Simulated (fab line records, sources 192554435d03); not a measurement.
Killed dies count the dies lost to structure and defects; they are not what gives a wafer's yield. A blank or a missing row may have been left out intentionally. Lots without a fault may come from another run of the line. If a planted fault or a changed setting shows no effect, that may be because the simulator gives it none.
Which tool did it? | flow n5-finfet | 69 wafers from 23 lots sampled at 3 of the route's 1938 steps

## WHAT THE GAUGES READ, wafer by wafer
N5_BEOL_M10_RS_MEAS_57: measures by four-point-probe. Usual: M10_RS typically reads 0.1512 ohm/sq, with standard deviation 0.0028.
lot  | measured     | on            | M10_RS (ohm/sq)      | flag
L075 | day 10 18:31 | film-metro-02 | 0.1495 0.1506 0.1528 |
L076 | day 11 00:15 | film-metro-02 | 0.1497 0.1524 0.1508 |
L077 | day 11 03:27 | film-metro-01 | 0.1519 0.1556 0.1512 |
L078 | day 11 09:08 | film-metro-01 | 0.1462 0.1479 0.1464 |
L079 | day 11 20:50 | film-metro-01 | 0.1499 0.1495 0.1491 |
L080 | day 12 02:11 | film-metro-02 | 0.1512 0.1490 0.1536 |
L081 | day 12 05:35 | film-metro-02 | 0.1460 0.1502 0.1483 |
L084 | day 12 04:28 | film-metro-02 | 0.1505 0.1487 0.1530 |
L082 | day 12 11:09 | film-metro-01 | 0.1584 0.1470 0.1476 |
L083 | day 12 22:28 | film-metro-02 | 0.1485 0.1531 0.1479 |
L086 | day 13 06:08 | film-metro-02 | 0.1520 0.1539 0.1501 |
L085 | day 13 06:55 | film-metro-02 | 0.1541 0.1554 0.1526 |
L088 | day 13 21:22 | film-metro-01 | 0.1534 0.1500 0.1534 |
L087 | day 14 01:08 | film-metro-02 | 0.1511 0.1488 0.1481 |
L090 | day 14 06:19 | film-metro-01 | 0.1520 0.1517 0.1516 |
L089 | day 14 05:06 | film-metro-01 | 0.1523 0.1527 0.1487 |
L092 | day 14 16:29 | film-metro-01 | 0.1518 0.1519 0.1509 |
L095 | day 14 23:20 | film-metro-01 | 0.1515 0.1538 0.1507 |
L093 | day 15 02:40 | film-metro-01 | 0.1521 0.1527 0.1544 |
L094 | day 15 11:31 | film-metro-01 | 0.1471 0.1483 0.1513 |
L096 | day 15 19:47 | film-metro-01 | 0.1524 0.1478 0.1506 |
L097 | day 15 21:55 | film-metro-01 | 0.1543 0.1532 0.1532 |
L091 | day 16 14:37 | film-metro-01 | 0.1485 0.1490 0.1447 |

N5_BEOL_M11_CD_MEAS_11: target cd 64.1 nm. Usual: cd-nm reads 64.1 nm (standard deviation 0.59).
lot  | measured     | on        | cd-nm (nm)     | flag
L075 | day 10 22:23 | cd-sem-02 | 64.3 64.6 63.7 |
L076 | day 11 02:11 | cd-sem-03 | 65.1 64.1 64.2 |
L077 | day 11 05:43 | cd-sem-03 | 63.4 64.0 63.6 |
L078 | day 11 12:13 | cd-sem-02 | 64.0 64.2 64.2 |
L079 | day 11 22:53 | cd-sem-01 | 64.6 64.2 64.4 |
L080 | day 12 04:44 | cd-sem-01 | 64.0 64.8 63.8 |
L081 | day 12 08:56 | cd-sem-02 | 65.4 64.0 64.6 |
L084 | day 12 05:59 | cd-sem-03 | 63.2 63.1 63.4 |
L082 | day 12 13:48 | cd-sem-03 | 62.5 64.2 62.5 |
L083 | day 13 00:56 | cd-sem-03 | 62.9 63.7 63.4 |
L086 | day 13 09:08 | cd-sem-03 | 63.9 64.1 63.7 |
L085 | day 13 09:22 | cd-sem-02 | 64.4 64.7 64.6 |
L088 | day 13 23:59 | cd-sem-03 | 64.5 64.7 64.5 |
L087 | day 14 03:25 | cd-sem-02 | 64.1 64.6 64.3 |
L090 | day 14 07:28 | cd-sem-02 | 63.7 63.3 64.3 |
L089 | day 14 06:37 | cd-sem-03 | 63.6 63.3 62.9 |
L092 | day 14 18:46 | cd-sem-03 | 63.8 63.7 63.6 |
L095 | day 15 00:50 | cd-sem-03 | 64.0 64.5 64.1 |
L093 | day 15 04:42 | cd-sem-01 | 65.6 65.2 64.9 |
L094 | day 15 12:50 | cd-sem-01 | 64.2 63.7 64.2 |
L096 | day 15 21:31 | cd-sem-01 | 64.3 63.8 63.8 |
L097 | day 16 01:43 | cd-sem-03 | 64.7 64.5 64.7 |
L091 | day 16 17:28 | cd-sem-01 | 64.2 64.8 64.0 |

## TOOL THAT RAN EACH LOT (tool first, then ch and the chambers of the sampled wafers, then the start)
lot  | N5_BEOL_M10_STRIP_19
L075 | rie-diel-01 ch 0,1,2, day 10 14:34
L076 | rie-diel-01 ch 1,3, day 10 19:28
L077 | rie-diel-02 ch 1,2,3, day 10 23:19
L078 | rie-diel-01 ch 0,1,3, day 11 04:26
L079 | rie-diel-06 ch 1,2, day 11 15:17
L080 | rie-diel-06 ch 0,2,3, day 11 20:34
L081 | rie-diel-02 ch 1,2,3, day 11 23:43
L084 | rie-diel-01 ch 0,1,3, day 11 23:44
L082 | rie-diel-01 ch 0,1, day 12 06:33
L083 | rie-diel-06 ch 0,2,3, day 12 17:14
L086 | rie-diel-01 ch 0,1,2, day 13 01:51
L085 | rie-diel-06 ch 0,1,2, day 13 03:19
L088 | rie-diel-06 ch 0,3, day 13 17:13
L087 | rie-diel-02 ch 0,3, day 13 20:10
L090 | rie-diel-02 ch 0,1,3, day 14 00:21
L089 | rie-diel-02 ch 0,1,3, day 14 00:35
L092 | rie-diel-01 ch 2,3, day 14 11:14
L095 | rie-diel-01 ch 0,1,3, day 14 20:07
L093 | rie-diel-06 ch 1,2, day 14 23:05
L094 | rie-diel-02 ch 0,2,3, day 15 05:10
L096 | rie-diel-06 ch 0,1,3, day 15 12:57
L097 | rie-diel-01 ch 2,3, day 15 17:13
L091 | rie-diel-06 ch 0,2, day 16 09:04
- N5_BEOL_M10_STRIP_19: strips in O2.

## WHAT THE TOOLS THEMSELVES READ (means of the sampled wafers that have a number; where no wafer has one, the mark that the record gives instead)
N5_BEOL_M10_STRIP_19. Usual: drypump-motor-current-A 5.7 A, standard deviation 0.45; o2-flow-sccm 224.9 sccm, standard deviation 0.67; oes-product-au 0.78 a.u., standard deviation 0.079; rf-vpp-V 3.7 V, standard deviation 0.55; showerhead-plenum-p-Torr 2.11 Torr, standard deviation 0.079; throttle-valve-pct 16.69 %, standard deviation 0.25.
lot  | tool        | drypump-motor-current-A (A) | o2-flow-sccm (sccm) | oes-product-au (a.u.) | rf-vpp-V (V) | showerhead-plenum-p-Torr (Torr) | throttle-valve-pct (%) | flag
L075 | rie-diel-01 | 5.4                         | 224.4               | 0.73                  | 3.4          | 2.11                            | 16.79                  |
L076 | rie-diel-01 | 5.8                         | 225.3               | 0.79                  | 3.5          | 2.20                            | 16.53                  |
L077 | rie-diel-02 | 6.2                         | 223.9               | 0.72                  | 3.8          | 2.12                            | 16.66                  |
L078 | rie-diel-01 | 5.8                         | 224.5               | 0.75                  | 3.9          | 2.12                            | 16.70                  |
L079 | rie-diel-06 | 5.3                         | 225.0               | 0.77                  | 3.4          | 2.12                            | 16.87                  |
L080 | rie-diel-06 | 5.9                         | 225.0               | 0.78                  | 4.0          | 2.09                            | 16.84                  |
L081 | rie-diel-02 | 6.2                         | 225.0               | 0.72                  | 3.4          | 2.12                            | 16.66                  |
L084 | rie-diel-01 | 5.8                         | 224.8               | 0.74                  | 3.2          | 2.12                            | 16.70                  |
L082 | rie-diel-01 | 5.6                         | 224.9               | 0.73                  | 4.0          | 2.05                            | 16.76                  |
L083 | rie-diel-06 | 5.8                         | 225.4               | 0.76                  | 3.3          | 2.09                            | 16.85                  |
L086 | rie-diel-01 | 5.4                         | 225.0               | 0.81                  | 3.7          | 2.10                            | 16.68                  |
L085 | rie-diel-06 | 5.4                         | 224.8               | 0.80                  | 3.6          | 2.08                            | 16.69                  |
L088 | rie-diel-06 | 6.2                         | 225.4               | 0.77                  | 3.6          | 2.07                            | 16.81                  |
L087 | rie-diel-02 | 5.7                         | 225.1               | 0.77                  | 3.1          | 2.07                            | 16.49                  |
L090 | rie-diel-02 | 6.0                         | 225.1               | 0.85                  | 3.5          | 2.12                            | 16.43                  |
L089 | rie-diel-02 | 5.9                         | 225.2               | 0.85                  | 3.6          | 2.12                            | 16.43                  |
L092 | rie-diel-01 | 5.8                         | 224.5               | 0.79                  | 3.9          | 2.16                            | 16.71                  |
L095 | rie-diel-01 | 5.8                         | 225.4               | 0.73                  | 4.3          | 2.11                            | 16.76                  |
L093 | rie-diel-06 | 5.1                         | 225.5               | 0.78                  | 3.8          | 2.06                            | 16.70                  |
L094 | rie-diel-02 | 5.8                         | 225.0               | 0.76                  | 3.8          | 2.13                            | 16.54                  |
L096 | rie-diel-06 | 5.7                         | 225.7               | 0.79                  | 3.7          | 2.04                            | 16.67                  |
L097 | rie-diel-01 | 5.8                         | 224.9               | 0.77                  | 4.1          | 2.16                            | 16.74                  |
L091 | rie-diel-06 | 5.6                         | 224.9               | 0.77                  | 3.5          | 2.07                            | 16.77                  |

## THE ANSWER, worked out from the rows above alone
Rule: a lot is off if the mean of its wafers that have a number lies more than 3 standard deviations from the usual mean. Also off: a lot with no number at a reading for which 4 or more lots have one. The other lots that the step has rows for count as sound. Order of review: gauges by route order, followed by the tools' own readings, for which a lot's mean as printed above is used. At the first step where some lot is off, the reading lying furthest off is the one used; lots without a number count as furthest.
No lot is off at any reading shown: from this, nothing can be told.

## WHAT THE SIMULATOR PUT IN
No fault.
